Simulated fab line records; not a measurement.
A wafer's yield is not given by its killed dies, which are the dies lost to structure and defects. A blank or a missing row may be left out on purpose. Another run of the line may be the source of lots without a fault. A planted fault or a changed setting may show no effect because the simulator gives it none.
fab line records + flow n5Finfet
record:
- lots: 4
- wafers: 11
- lastDay: 18
route steps=1938 shown TV_LITHO@1877 TV_OPEN@1887 PAD_METAL@1893 PASSIVATION@1897
lots with no fault: from the same line, run without faults
startH: start of the lot's first displayed wafer, in hours after the record's first day + waitH: hours since the lot's step before + " unchanged from the row above + L1.1+2: a single row standing in for several wafers + - no value, or no start was given + * or withheld: withheld + < > ~ a bound
route shown NAME@n: a module of which the file shows steps, and the number in the route of the first + usual: average and standard deviation across the fault-free wafers + same: alike in all rows + chamber/n: place in a boat + sites: per-site readings + _std_site: standard deviation across them + _edge_site: mean of outer sites minus mean of inner sites + radiusMm: for every site, how far away it sits from the centre of the wafer + mask NAME#n: copy n + behind: the last tool/chamber to shape the wafer + hold: cause of the lot's hold/its duration in hours/its outcome + device: whichever transistor did not switch (one of n, p or np) + end of line: the tests these same wafers got at the end of their route + a step with no rows: only its recipe + killed: at the first sort, the dies lost to defects and structure; wafer yield is something else + map: a wafer's dies, marking killed ones x, the rest . and places with no die _
set.NAME: the setting the step ran with; set.NAME@STEP: the setting that earlier step ran with + model.NAME: the simulator's own value behind a step, which no gauge read
certain route steps with their lots: each step a table, each wafer a row
services: from which hour (startH, from the record's first day; less than 0 if before it) a tool's chamber was out of use, for how many hours, and why
== steps ==
step: N5_PASSIVATION_EBR_06
recipe:
- solvent: PGMEA
- ebrWidthMm: 1.5
step: N5_PASSIVATION_SOFTBAKE_05
recipe:
- tempC: 100
- timeS: 90
step: N5_PASSIVATION_EXPOSE_07
recipe:
- maskId: TV
- na: 0.55
- sourceShape: conventional
- sigmaOuter: 0.8
- polarization: unpolarized
- defocusNm: 0
- targetCdNm: 3000
- doseMj: 22.75
step: N5_PASSIVATION_PEB_08
recipe:
- pebTempC: withheld
- pebTimeS: *
step: N5_PASSIVATION_DEVELOP_09
recipe:
- developTimeS: 60
- rinseLiquid: diw
- dry: airSpin
- devTempC: 21
step: N5_PASSIVATION_HARDBAKE_11
recipe:
- tempC: 130
- timeS: 120
step: N5_PASSIVATION_DESCUM_12
recipe:
- chemistry: O2
- timeS: 7.9
- sourcePowerW: 50
- biasPowerW: 20
- pressureMtorr: 20
- rfFrequencyHz: 2.712e+07
- tempC: 40
- o2FlowSccm: 225
step: N5_PASSIVATION_PASS_ETCH_74
recipe:
- chemistry: CF4/O2
- target: SiNx
- targetDepthA: 2200
- timeS: 110
- ionEnergyEv: 100
- pressureMtorr: 40
- sourceW: 535
- biasW: 49
- Ar_flow_sccm: 100
- cf4FlowSccm: 100
- O2_flow_sccm: 10
step: N5_PASSIVATION_VIA_ETCH_13
recipe:
- chemistry: CHF3/O2
- target: SiO2
- targetDepthA: 6600
- CHF3_flow_sccm: 50
- O2_flow_sccm: 5
- Ar_flow_sccm: 200
- timeS: 330
- maskMaterial: PR
- pressureMtorr: 30
- sourceW: 650
- biasW: 170
- ionEnergyEv: 200
- ends: cleared
step: N5_PASSIVATION_STRIP_14
recipe:
- chemistry: O2
- powerW: 600
- tempC: 60
- pressureMtorr: 30
- rfFrequencyHz: 6e+07
- biasPowerW: 0
- overashFraction: 0.5
- o2FlowSccm: 225
usual:
- drypumpMotorCurrentA: 5.5/0.49
- oesProductAu: 0.80/0.078
- rfVppV: 3.7/0.9
- showerheadPlenumPTorr: 2.10/0.075
- tempC: 60.01/0.11
- throttleValvePct: 16.69/0.22
| lot.wafer | tool       | chamber | startH | waitH | drypumpMotorCurrentA | oesProductAu | rfHoursCounterH | rfVppV | showerheadPlenumPTorr | tempC | throttleValvePct |
|-----------|------------|---------|--------|-------|----------------------|--------------|-----------------|--------|-----------------------|-------|------------------|
| L105.4    | rieDiel-01 | 2       | 359.23 | 0.1   | 5.4                  | 0.84         | 88              | 3.4    | 2.03                  | 60.20 | 16.53            |
| L105.5    | "          | 2       | "      | "     | 5.4                  | 0.82         | -               | 3.8    | 2.03                  | 59.95 | 16.52            |
| L105.6    | "          | 1       | "      | "     | 5.1                  | 0.69         | -               | 2.2    | 1.97                  | 60.00 | 17.05            |
| L108.1    | rieDiel-01 | 1       | 403.41 | 0.1   | 5.1                  | 0.68         | 237             | 5.1    | 1.97                  | 59.87 | 17.09            |
| L108.4    | "          | 0       | "      | "     | 5.4                  | 0.86         | 69              | 6.9    | 2.22                  | 60.11 | 16.72            |
| L108.5    | "          | 2       | "      | "     | 5.5                  | 0.82         | -               | 3.2    | 2.03                  | 59.94 | 16.59            |
| L113.1    | rieDiel-03 | 0       | 423.15 | 0.1   | 5.0                  | 0.84         | 81              | 2.7    | 2.20                  | 60.06 | 16.51            |
| L113.4    | "          | 2       | "      | "     | 5.0                  | 0.75         | 162             | 3.8    | 2.08                  | 60.10 | 16.71            |
| L114.3    | rieDiel-01 | 3       | 424.01 | 0.1   | 5.6                  | 0.83         | 82              | 3.4    | 2.14                  | 60.08 | 16.45            |
| L114.5    | "          | 1       | "      | "     | 5.1                  | 0.69         | -               | 4.9    | 1.97                  | 60.13 | 17.10            |
| L114.6    | "          | 0       | "      | "     | 5.4                  | 0.84         | -               | 3.2    | 2.22                  | 59.95 | 16.75            |
step: N5_PASSIVATION_ETCH_15
recipe:
- chemistry: CF4/N2
- target: SiCN
- targetDepthA: 750
- taperDeg: 2
- timeS: 81.2
- ionEnergyEv: 150
- maskMaterial: SiNx
- pressureMtorr: 40
- sourceW: 430
- biasW: 70
- Ar_flow_sccm: 100
- cf4FlowSccm: 60
- n2FlowSccm: 60
step: N5_PASSIVATION_STRIP_73
recipe:
- chemistry: postEtchResidueRemover
- timeS: 60
- tempC: 25
- removerPh: withheld
- removerWaterWtPct: withheld
- removerFluorideWtPct: withheld
step: N5_PASSIVATION_SRD_17
recipe:
- timeS: 30
- tempC: 23
- rinseLiquid: diw
- dry: n2Spin
- spinRpm: 1500
- dryTimeS: 30
step: N5_PASSIVATION_DEGAS_18
recipe:
- ambient: vacuum
- tempC: 300
- timeS: 60
step: N5_PASSIVATION_PRE_CLEAN_19
recipe:
- gas: H2/He
- timeS: *
- tempC: *
step: N5_PASSIVATION_SPUTTER_20
recipe:
- material: TaN
- targetThkA: 500
- tempC: 25
- chamberPressurePa: 0.4
step: N5_PASSIVATION_AL_DEP_21
recipe:
- material: Al
- targetThkA: 28000
- tempC: 400
- timeS: 170
- powerW: 30000
- chamberPressurePa: 0.4
- gas: Ar
step: N5_PASSIVATION_HMDS_23
recipe:
- timeS: 60
- tempC: 120
step: N5_PASSIVATION_COAT_24
recipe:
- spinRpm: 3000
- resistThkNm: withheld
step: N5_PASSIVATION_EBR_26
recipe:
- solvent: PGMEA
- ebrWidthMm: 1.5
step: N5_PASSIVATION_SOFTBAKE_25
recipe:
- tempC: 100
- timeS: 90
step: N5_PASSIVATION_EXPOSE_27
recipe:
- maskId: PAD
- na: 0.55
- sourceShape: conventional
- sigmaOuter: 0.8
- polarization: unpolarized
- defocusNm: 0
- doseMj: 32.3
step: N5_PASSIVATION_PEB_28
recipe:
- pebTempC: withheld
- pebTimeS: *
step: N5_PASSIVATION_DEVELOP_29
recipe:
- developTimeS: 60
- rinseLiquid: diw
- dry: airSpin
- devTempC: 21
step: N5_PASSIVATION_HARDBAKE_31
recipe:
- tempC: 130
- timeS: 120
step: N5_PASSIVATION_DESCUM_32
recipe:
- chemistry: O2
- timeS: 7.9
- sourcePowerW: 50
- biasPowerW: 20
- pressureMtorr: 20
- rfFrequencyHz: 2.712e+07
- tempC: 40
- o2FlowSccm: 225
step: N5_PASSIVATION_AL_ETCH_33
recipe:
- chemistry: Cl2/BCl3
- targetDepthA: 28000
- overEtchFrac: 0.15
- Cl2_flow_sccm: 180
- bcl3FlowSccm: 60
- target: Al
- stopOn: TaN
- timeS: 466.7
- ionEnergyEv: 100
- pressureMtorr: 10
- icpW: 900
- biasW: 100
step: N5_PASSIVATION_ETCH_59
recipe:
- chemistry: Cl2/BCl3
- target: TaN
- targetDepthA: 650
- timeS: 34.9
- ionEnergyEv: 100
- pressureMtorr: 10
- icpW: 900
- biasW: 100
- Cl2_flow_sccm: 60
- bcl3FlowSccm: 30
step: N5_PASSIVATION_STRIP_34
recipe:
- chemistry: O2
- powerW: 600
- tempC: 60
- pressureMtorr: 30
- rfFrequencyHz: 6e+07
- biasPowerW: 0
- overashFraction: 2
- o2FlowSccm: 225
step: N5_PASSIVATION_STRIP_51
recipe:
- chemistry: postEtchResidueRemover
- timeS: 1200
- tempC: 72.5
step: N5_PASSIVATION_CLEAN_69
recipe:
- chemistry: IPA
- timeS: 180
- tempC: 25
step: N5_PASSIVATION_SRD_70
recipe:
- dry: ipaMarangoni
- timeS: 30
- tempC: 23
- rinseLiquid: diw
step: N5_PASSIVATION_PECVD_53
recipe:
- material: SiO2
- targetThkA: 8000
- tempC: 400
- precursor: TEOS/O2
- pressureTorr: 6.5
- rfW: withheld
- teosFlowSccm: withheld
- gas: O2
- flowSccm: 2650
- timeS: 169.4
step: N5_PASSIVATION_PECVD_35
recipe:
- material: SiNx
- targetThkA: 7000
- tempC: 400
- precursor: SiH4/NH3/N2
- pressureTorr: 4.9
- rfW: 1406
- timeS: 151.3
step: N5_PASSIVATION_HMDS_37
recipe:
- timeS: 60
- tempC: 120
step: N5_PASSIVATION_COAT_38
recipe:
- spinRpm: 3000
- resistThkNm: withheld
step: N5_PASSIVATION_PROBE_49
usual:
- defectLimitedYield: 91.3/1.4
- killed_at_M0_to_M3: 36/10
- killed_at_M4_up: 13/5.4
- killedAtContacts: 12/5.3
- killedAtFrontEnd: 39/10
- killedAtOther: 3.2/2.7
- killedDies: 103/16
- killedOpen: 68/13
- killedShort: 33/6.6
- sort_bin_5_function: 5.1/0.92
- sort_bin_6_memory: 3.3/0.68
- sortNPass: 1077/17
- sortYieldPct: 91.2/1.4
same:
- grossDies: 1180
- killedAtBackSide: 0
- sort_bin_4_leakage[%]: 0
- sort_bin_8_speed[%]: 0
| lot.wafer | tool      | chamber | startH | waitH | defectLimitedYield[%] | killed_at_M0_to_M3 | killed_at_M4_up | killedAtContacts | killedAtFrontEnd | killedAtOther | killedDies | killedOpen | killedShort | sort_bin_5_function[%] | sort_bin_6_memory[%] | sortNPass | sortYieldPct[%] |
|-----------|-----------|---------|--------|-------|-----------------------|--------------------|-----------------|------------------|------------------|---------------|------------|------------|-------------|------------------------|----------------------|-----------|-----------------|
| L105.4    | prober-01 | -       | 365.76 | 0.3   | 91.2                  | 28                 | 21              | 6                | 41               | 8             | 104        | 76         | 21          | 5.3                    | 2.8                  | 1076      | 91.2            |
| L105.5    | prober-01 | -       | 365.81 | 0.4   | 89.7                  | 53                 | 20              | 21               | 26               | 2             | 122        | 74         | 45          | 5.9                    | 4.1                  | 1058      | 89.7            |
| L105.6    | prober-01 | -       | 365.86 | 0.4   | 90.5                  | 37                 | 18              | 8                | 41               | 8             | 112        | 75         | 31          | 5.0                    | 4.3                  | 1068      | 90.5            |
| L108.1    | prober-01 | -       | 412.01 | 0.0   | 81.9                  | 31                 | 5               | 8                | 46               | 124           | 214        | 61         | 27          | 11.5                   | 4.2                  | 966       | 81.9            |
| L108.4    | prober-01 | -       | 412.16 | 0.2   | 80.0                  | 34                 | 13              | 18               | 40               | 131           | 236        | 77         | 32          | 11.6                   | 5.9                  | 944       | 80.0            |
| L108.5    | prober-01 | -       | 412.21 | 0.2   | 80.3                  | 34                 | 9               | 12               | 50               | 128           | 233        | 65         | 49          | 12.7                   | 4.7                  | 947       | 80.3            |
| L113.1    | prober-01 | -       | 429.92 | 0.0   | 91.8                  | 33                 | 16              | 9                | 34               | 5             | 97         | 63         | 32          | 4.6                    | 3.3                  | 1083      | 91.8            |
| L113.4    | prober-01 | -       | 430.07 | 0.2   | 89.7                  | 39                 | 22              | 12               | 46               | 2             | 121        | 80         | 36          | 6.4                    | 3.4                  | 1059      | 89.7            |
| L114.3    | prober-01 | -       | 430.82 | 0.1   | 85.6                  | 25                 | 10              | 5                | 32               | 98            | 170        | 41         | 32          | 10.3                   | 2.1                  | 1010      | 85.6            |
| L114.5    | prober-01 | -       | 430.92 | 0.2   | 83.4                  | 29                 | 4               | 7                | 32               | 124           | 196        | 47         | 27          | 10.6                   | 3.6                  | 984       | 83.4            |
| L114.6    | prober-01 | -       | 430.97 | 0.3   | 82.6                  | 29                 | 8               | 10               | 31               | 127           | 205        | 50         | 25          | 11.1                   | 3.3                  | 975       | 82.6            |
killed by level:class
L105.4 BEOL_M4:geometricParticle:open=14 BEOL_M0_SAQP:geometricParticle:open=10 FIN_SAQP:geometricParticle:open=8 HKMG_FIN:areaEtch=7 STI_FIN_REVEAL:geometricParticle:open=6 BEOL_M2:geometricParticle:open=5 BEOL_M3:geometricParticle:open=5 DUMMY_GATE:geometricParticle:open=4
L105.5 BEOL_M0_SAQP:geometricParticle:short=15 MOL_CONTACT_COAG:geometricParticle:open=12 FIN_SAQP:geometricParticle:open=11 BEOL_M0_SAQP:geometricParticle:open=11 BEOL_M3:geometricParticle:open=10 MOL_CONTACT_COAG:geometricParticle:short=9 BEOL_M2:geometricParticle:open=8 BEOL_M4:geometricParticle:open=6
L105.6 FIN_SAQP:geometricParticle:open=18 BEOL_M0_SAQP:geometricParticle:open=11 BEOL_M0_SAQP:geometricParticle:short=8 BEOL_M4:geometricParticle:open=8 MOL_CONTACT_COAG:geometricParticle:open=7 FIN_SAQP:geometricParticle:short=5 BEOL_M3:geometricParticle:open=5 BEOL_M2:geometricParticle:open=4
L108.1 TV_OPEN:unspecified=122 DUMMY_GATE:geometricParticle:open=11 BEOL_M3:geometricParticle:open=11 STI_FIN_REVEAL:geometricParticle:open=7 STARTING-WAFER:geometricParticle:short=6 MOL_CONTACT_COAG:geometricParticle:open=5 BEOL_M2:geometricParticle:open=5 FIN_SAQP:geometricParticle:open=4
L108.4 TV_OPEN:unspecified=127 MOL_CONTACT_COAG:geometricParticle:open=14 STI_FIN_REVEAL:geometricParticle:open=8 BEOL_M3:geometricParticle:open=8 DUMMY_GATE:geometricParticle:open=7 BEOL_M1:geometricParticle:open=6 BEOL_M0_SAQP:geometricParticle:open=6 ILD0:geometricParticle:open=5
L108.5 TV_OPEN:unspecified=119 DUMMY_GATE:geometricParticle:open=12 FIN_SAQP:geometricParticle:open=8 BEOL_M3:geometricParticle:short=8 STI_FIN_REVEAL:geometricParticle:open=7 MOL_CONTACT_COAG:geometricParticle:open=7 GATE_CUT:geometricParticle:short=6 BEOL_M4:geometricParticle:short=6
L113.1 BEOL_M2:geometricParticle:open=10 BEOL_M4:geometricParticle:open=10 MOL_CONTACT_COAG:geometricParticle:open=8 BEOL_M0_SAQP:geometricParticle:short=8 FIN_SAQP:geometricParticle:open=7 FIN_SAQP:geometricParticle:short=6 STI_FIN_REVEAL:geometricParticle:open=6 STARTING-WAFER:geometricParticle:short=6
L113.4 BEOL_M4:geometricParticle:open=14 BEOL_M0_SAQP:geometricParticle:open=11 MOL_CONTACT_COAG:geometricParticle:open=10 BEOL_M0_SAQP:geometricParticle:short=8 STI_FIN_REVEAL:geometricParticle:open=7 BEOL_M1:geometricParticle:open=7 GATE_CUT:geometricParticle:short=5 FIN_SAQP:geometricParticle:open=4
L114.3 TV_OPEN:unspecified=97 BEOL_M0_SAQP:geometricParticle:short=7 BEOL_M0_SAQP:geometricParticle:open=7 ILD0:geometricParticle:short=6 BEOL_M1:geometricParticle:open=6 FIN_SAQP:geometricParticle:open=5 GATE_CUT:geometricParticle:short=5 FIN_SAQP:geometricParticle:short=4
L114.5 TV_OPEN:unspecified=122 BEOL_M0_SAQP:geometricParticle:short=10 BEOL_M0_SAQP:geometricParticle:open=9 FIN_SAQP:geometricParticle:open=6 ILD0:geometricParticle:open=6 MOL_CONTACT_COAG:geometricParticle:open=5 FIN_SAQP:geometricParticle:short=4 STI_FIN_REVEAL:geometricParticle:open=4
L114.6 TV_OPEN:unspecified=124 BEOL_M1:geometricParticle:open=10 MOL_CONTACT_COAG:geometricParticle:open=9 BEOL_M0_SAQP:geometricParticle:short=9 STI_FIN_REVEAL:geometricParticle:open=7 ILD0:geometricParticle:open=6 BEOL_M1:geometricParticle:short=5 HKMG_FIN:areaEtch=5
map L108.4 (x killed, . not)
_________________.......xx...________________
______________..x...x...x......x_____________
___________....x....x..............__________
__________............x..x..x......._________
________................x....x...x...._______
_______...x.x..........................______
______xx..x....x......x.x.......x......._____
_____......x..................x........xx____
____.x....x...............................___
___x..................................x....__
___..x................xxx..................__
__..x..........x...............x....xx......_
__......xx....................x............._
_.............x..x.........x..x.........x....
_..........x.......x..........x..............
_.x.......x..x...x.............x..x..........
_....x......x.....x.........................x
_............................x......x.....x..
_..........x..............x.......x.xx.......
_..x..........x............................x.
_x..x....xx.x.x.x............................
__..........xxx..xx.xx..x..............x..x._
__......xxxxxxxxxxxx...........x............_
___x.x.xxxxxxxxxxxx.x.x...x..x............x__
___...x.xxxxxxxxxxxxx......................__
____x...xxxxxxxxxxxxx.x..........x......x.___
_____...xxxxxxxxxxxxxxx..x.x...xx.......x____
______...xxxxxxxxxxxxx............xx...._____
_______.xxxxxxxxxxxxxx....x............______
________xxxxxxxxxxxx............x....._______
__________xxxxxxx..x......x........._________
___________.xxxxxxx................__________
______________...x............xx_____________
_________________..x...x.....________________
map L114.6 (x killed, . not)
_________________........x...________________
______________........x.....x..._____________
___________.....x..................__________
__________.........................._________
________xx............................_______
_______................................______
______.....x.............x.........x...._____
_____.....x............x.................____
____..........................x...........___
___.........xx............x........x..x....__
___..............x.....x...................__
__.............x.x...x...............x.x...._
__.x..............................xx........_
_......xx...........x.x......................
_...x......................x........x..x.x...
_...x......................x.................
_..........xx........x...x.......x..........x
_....xx................................x..x..
_.....................xxx...x................
_......x........x........x..x.....x.x....x...
_..x....xx.....x..........x...........x......
__.......xx..xx..xxx........x..............._
__........xxxxxxxxx...x..xx........x........_
___....x.xxxxxxxxxxx..x....................__
___...xxx.xxxxxxxxxxx........x.............__
____.x.x.xxxxxxxxxxxx..x..................___
_____...xxxxxxxxxxxxxxxx.................____
______..xxxxxxxxxxxxxx....x............._____
_______.xxxxxxxxxxx..x..x..............______
________.xxxxxxxxxxxx................._______
__________xxx.xxxx..x.............xx_________
___________.x.xx..xxxx.............__________
______________.....x.......x...._____________
_________________....x.......________________
== services ==
| tool       | chamber | startH | hours | kind                        |
|------------|---------|--------|-------|-----------------------------|
| rieDiel-03 | 1       | 408.68 | -     | clean                       |
| rieDiel-03 | 1       | 408.68 | -     | consumableReplace:focusRing |
| rieDiel-03 | 1       | 408.68 | 12.4  | scheduledDown               |
| rieDiel-03 | 1       | 408.68 | 12.4  | ventCycle                   |
== key ==
firstSign:
- step: N5_PASSIVATION_PROBE_49
- reading: killedAtOther
- direction: up
- sigmas: 44
- usual: 3.2
- struck: 122
effect:
- step: N5_PASSIVATION_PROBE_49
- reading: defectLimitedYield
- direction: down
- sigmas: 6.6
- usual: 91.3
- struck: 82.3
moreKillsBornAt:
- N5_PASSIVATION_STRIP_14@rieDiel-01: 711
metAt N5_PASSIVATION_STRIP_14
struckWafers L108.1,L108.4,L108.5,L114.3,L114.5,L114.6
onsetBetween 359.23 403.41
fault:
- kind: chamberParticleSource
- tool: rieDiel-01
- chamber: -
- onsetH: 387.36
- steps: N5_PASSIVATION_STRIP_14
- ratePerVisitCm2: 0.95217
- endH: 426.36
